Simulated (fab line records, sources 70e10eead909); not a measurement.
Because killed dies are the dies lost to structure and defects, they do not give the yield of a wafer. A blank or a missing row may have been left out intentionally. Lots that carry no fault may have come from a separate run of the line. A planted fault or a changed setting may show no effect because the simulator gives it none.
Which tool did it? | flow nand harc | 14 lots, 42 wafers sampled, at 4 steps of a route of 1302

== WHAT THE GAUGES READ, wafer by wafer ==
Not one reading of a measure or inspect step in the record can be checked against a usual standard deviation.

== WHAT TOOL EACH LOT RAN ON (gives the tool, then ch and the chambers of the sampled wafers, and finally the start) ==
lot  | NHARC_A_SLIT_ETCH_15                          | NHARC_A_WL_FILL_ALD_02              | NHARC_A_WL_FILL_ANNEAL_08     | NHARC_A_WL_FILL_ALD_19
L548 | rie diel-12 ch 1,2, day 21 02:45 or earlier   | ald metal-01 ch 0,3, day 21 02:45   | furnace-01 ch 0, day 21 07:35 | ald metal-01 ch 2,3, day 21 19:16
L550 | rie diel-12 ch 0,3, day 21 06:21 or earlier   | ald metal-02 ch 1,2,3, day 21 06:21 | furnace-04 ch 0, day 21 12:06 | ald metal-02 ch 1,2, day 21 23:57
L551 | rie diel-04 ch 0,2,3, day 21 19:04 or earlier | ald metal-03 ch 0,1,2, day 21 19:04 | furnace-05 ch 0, day 22 01:04 | ald metal-03 ch 0,2,3, day 22 12:46
L558 | rie diel-04 ch 0,2, day 24 16:12 or earlier   | ald metal-02 ch 2,3, day 24 16:12   | furnace-05, day 24 23:13      | ald metal-01 ch 2,3, day 25 11:05
L560 | rie diel-12 ch 0,2,3, day 25 05:35 or earlier | ald metal-01 ch 2,3, day 25 05:35   | furnace-01, day 25 13:47      | ald metal-03 ch 0,2,3, day 26 01:43
L562 | rie diel-04 ch 0,1,2, day 26 05:29 or earlier | ald metal-01 ch 0,1, day 26 05:29   | furnace-05 ch 0, day 26 11:32 | ald metal-02 ch 0,2,3, day 26 23:26
L564 | rie diel-12 ch 1,2,3, day 26 20:34 or earlier | ald metal-01 ch 0,1,3, day 26 20:34 | furnace-05 ch 0, day 27 03:48 | ald metal-01 ch 1,2,3, day 27 15:37
L563 | rie diel-02 ch 0,1,3, day 26 21:08 or earlier | ald metal-03 ch 1,2,3, day 26 21:08 | furnace-05 ch 0, day 27 03:48 | ald metal-02 ch 0,2,3, day 27 15:38
L565 | rie diel-04 ch 0,1, day 27 17:06 or earlier   | ald metal-03 ch 1,2, day 27 17:06   | furnace-05 ch 0, day 27 21:41 | ald metal-01 ch 0,1, day 28 09:25
L566 | rie diel-02 ch 0,1,2, day 27 17:07 or earlier | ald metal-01 ch 0,3, day 27 17:07   | furnace-05 ch 0, day 27 21:41 | ald metal-01 ch 0,1,2, day 28 13:19
L568 | rie diel-12 ch 0,1,2, day 28 21:44 or earlier | ald metal-01 ch 0,1,2, day 28 21:44 | furnace-01 ch 0, day 29 04:37 | ald metal-03 ch 1,2,3, day 29 16:28
L569 | rie diel-02 ch 0,2,3, day 28 21:41 or earlier | ald metal-02 ch 0,2, day 28 21:41   | furnace-01 ch 0, day 29 04:37 | ald metal-02 ch 1,2,3, day 29 19:37
L567 | rie diel-04 ch 0,2,3, day 29 02:05 or earlier | ald metal-03 ch 1,2,3, day 29 02:05 | furnace-01 ch 0, day 29 04:37 | ald metal-02 ch 1,2,3, day 29 16:26
L570 | rie diel-04 ch 1,3, day 29 23:50 or earlier   | ald metal-01 ch 1,2,3, day 29 23:50 | furnace-01 ch 0, day 30 04:34 | ald metal-03 ch 0,2, day 30 16:20
- NHARC_A_SLIT_ETCH_15: etches the open film in O2/COS, target depth 6200 nm, time 1612 s.
- NHARC_A_WL_FILL_ALD_02: deposits TiN, target thk 2 nm, pulse time 3 s, ald cycles 100.
- NHARC_A_WL_FILL_ANNEAL_08: time 1800 s.
- NHARC_A_WL_FILL_ALD_19: deposits TiN, target thk 2 nm, pulse time 3 s, ald cycles 100.

== AS READ BY THE TOOLS THEMSELVES (means over the sampled wafers that have a number; for cases with no such wafer, the mark the record gives instead) ==
NHARC_A_SLIT_ETCH_15. Usual: drypump motor current A 5.7 A, standard deviation 0.49; oes product au 1.001 a.u., standard deviation 0.012; rf vpp V 313.7 V, standard deviation 1.7; showerhead plenum p Torr 3.09 Torr, standard deviation 0.1; throttle valve pct 28.328 %, standard deviation 0.0089.
lot  | tool        | drypump motor current A (A) | oes product au (a.u.) | rf vpp V (V) | showerhead plenum p Torr (Torr) | throttle valve pct (%) | flag
L548 | rie diel-12 | 5.5                         | 1.012                 | 313.0        | 3.04                            | 28.335                 |
L550 | rie diel-12 | 5.3                         | 1.006                 | 313.3        | 3.08                            | 28.324                 |
L551 | rie diel-04 | 5.7                         | 0.987                 | 313.4        | 3.09                            | 28.327                 |
L558 | rie diel-04 | 6.0                         | 1.001                 | 312.7        | 3.02                            | 28.336                 |
L560 | rie diel-12 | 5.4                         | 1.003                 | 313.9        | 3.04                            | 28.324                 |
L562 | rie diel-04 | 5.8                         | 0.999                 | 314.6        | 3.14                            | 28.330                 |
L564 | rie diel-12 | 5.5                         | 1.005                 | 312.0        | 3.01                            | 28.324                 |
L563 | rie diel-02 | 5.8                         | 1.008                 | 313.4        | 3.10                            | 28.324                 |
L565 | rie diel-04 | 5.5                         | 0.997                 | 315.0        | 3.17                            | 28.331                 |
L566 | rie diel-02 | 6.1                         | 0.998                 | 313.8        | 3.14                            | 28.331                 |
L568 | rie diel-12 | 5.5                         | 1.002                 | 313.2        | 3.08                            | 28.328                 |
L569 | rie diel-02 | 6.1                         | 1.004                 | 313.8        | 3.12                            | 28.323                 |
L567 | rie diel-04 | 5.7                         | 0.994                 | 313.8        | 3.09                            | 28.322                 |
L570 | rie diel-04 | 5.0                         | 0.991                 | 314.9        | 3.18                            | 28.331                 |

NHARC_A_WL_FILL_ALD_02. Usual: heater power w 1127 W, standard deviation 130; precursor pulse height rel 0.999, standard deviation 0.018.
lot  | tool         | heater power w (W) | precursor pulse height rel | flag
L548 | ald metal-01 | 1245               | 0.995                      |
L550 | ald metal-02 | 1124               | 1.002                      |
L551 | ald metal-03 | 1054               | 0.991                      |
L558 | ald metal-02 | 1242               | 0.994                      |
L560 | ald metal-01 | 1237               | 1.013                      |
L562 | ald metal-01 | 1163               | 0.992                      |
L564 | ald metal-01 | 1231               | 1.010                      |
L563 | ald metal-03 | 1059               | 0.996                      |
L565 | ald metal-03 | 1057               | 0.994                      |
L566 | ald metal-01 | 1305               | 1.017                      |
L568 | ald metal-01 | 1168               | 1.008                      |
L569 | ald metal-02 | 1127               | 0.993                      |
L567 | ald metal-03 | 1078               | 1.021                      |
L570 | ald metal-01 | 1212               | 0.992                      |

NHARC_A_WL_FILL_ANNEAL_08. Usual: run length s 1823 s, standard deviation 9.6; spike tc bottom C 474.7 C, standard deviation 1.1; spike tc centre C 450.0 C, standard deviation 0.93; spike tc top C 475.9 C, standard deviation 1.9; zone power centre pct 5.33 %, standard deviation 0.16; zone power upper pct 4.9 %, standard deviation 0.44.
lot  | tool       | run length s (s) | spike tc bottom C (C) | spike tc centre C (C) | spike tc top C (C) | zone power centre pct (%) | zone power upper pct (%) | flag
L548 | furnace-01 | 1827             | 474.6                 | 449.9                 | 478.1              | 5.42                      | 4.6                      |
L550 | furnace-04 | 1831             | 474.2                 | 449.9                 | 474.3              | 5.92                      | 6.4                      | OFF
L551 | furnace-05 | 1810             | 475.0                 | 450.5                 | 474.3              | 5.23                      | 5.2                      |
L558 | furnace-05 | -                | -                     | -                     | -                  | -                         | -                        | OFF
L560 | furnace-01 | -                | -                     | -                     | -                  | -                         | -                        | OFF
L562 | furnace-05 | 1808             | 475.5                 | 450.1                 | 475.1              | 5.19                      | 5.2                      |
L564 | furnace-05 | 1815             | 475.7                 | 448.1                 | 475.0              | 5.24                      | 5.2                      |
L563 | furnace-05 | 1813             | 475.0                 | 450.0                 | 474.5              | 5.21                      | 5.1                      |
L565 | furnace-05 | 1814             | 474.4                 | 450.1                 | 473.7              | 5.19                      | 5.2                      |
L566 | furnace-05 | 1817             | 474.2                 | 449.6                 | 474.9              | 5.25                      | 5.2                      |
L568 | furnace-01 | 1828             | 473.8                 | 450.6                 | 477.1              | 5.40                      | 4.5                      |
L569 | furnace-01 | 1822             | 474.1                 | 449.1                 | 477.6              | 5.37                      | 4.6                      |
L567 | furnace-01 | 1838             | 474.5                 | 450.2                 | 476.6              | 5.36                      | 4.6                      |
L570 | furnace-01 | 1834             | 474.3                 | 450.4                 | 477.9              | 5.40                      | 4.6                      |

NHARC_A_WL_FILL_ALD_19. Usual: heater power w 1112 W, standard deviation 130; precursor pulse height rel 0.996, standard deviation 0.02.
lot  | tool         | heater power w (W) | precursor pulse height rel | flag
L548 | ald metal-01 | 1228               | 0.998                      |
L550 | ald metal-02 | 1121               | 0.999                      |
L551 | ald metal-03 | 1061               | 0.983                      |
L558 | ald metal-01 | 1322               | 0.994                      |
L560 | ald metal-03 | 1042               | 1.023                      |
L562 | ald metal-02 | 1162               | 0.992                      |
L564 | ald metal-01 | 1204               | 0.975                      |
L563 | ald metal-02 | 1175               | 0.990                      |
L565 | ald metal-01 | 1121               | 0.982                      |
L566 | ald metal-01 | 1148               | 1.002                      |
L568 | ald metal-03 | 1080               | 1.001                      |
L569 | ald metal-02 | 1101               | 0.997                      |
L567 | ald metal-02 | 1079               | 1.011                      |
L570 | ald metal-03 | 1005               | 0.989                      |

== THE ANSWER, worked out from the rows above alone ==
Rule: a lot is off if the mean of its wafers that have a number lies more than 3 standard deviations from the usual mean. Also off: a lot with no number at a reading for which 4 or more lots have one. All remaining lots with rows at the step are treated as sound. The gauges are gone through in route order, then the tools' own readings, and for those a lot's mean is taken as printed above. The first step at which some lot is off is used, and at that step the reading that is off furthest; a lot without a number counts as furthest.
Off: L558, L560 (NHARC_A_WL_FILL_ANNEAL_08, run length s). Without a number there: L558, L560.
A tool fits if, at that step or a process step before it, it ran every lot that is off, and no sound lot after the first of them. NHARC_A_SLIT_ETCH_15: start missing for some lots; hours and lot order therefore follow NHARC_A_WL_FILL_ALD_02. No candidate that was tried fits.

== WHAT HAD BEEN PUT IN BY THE SIMULATOR ==
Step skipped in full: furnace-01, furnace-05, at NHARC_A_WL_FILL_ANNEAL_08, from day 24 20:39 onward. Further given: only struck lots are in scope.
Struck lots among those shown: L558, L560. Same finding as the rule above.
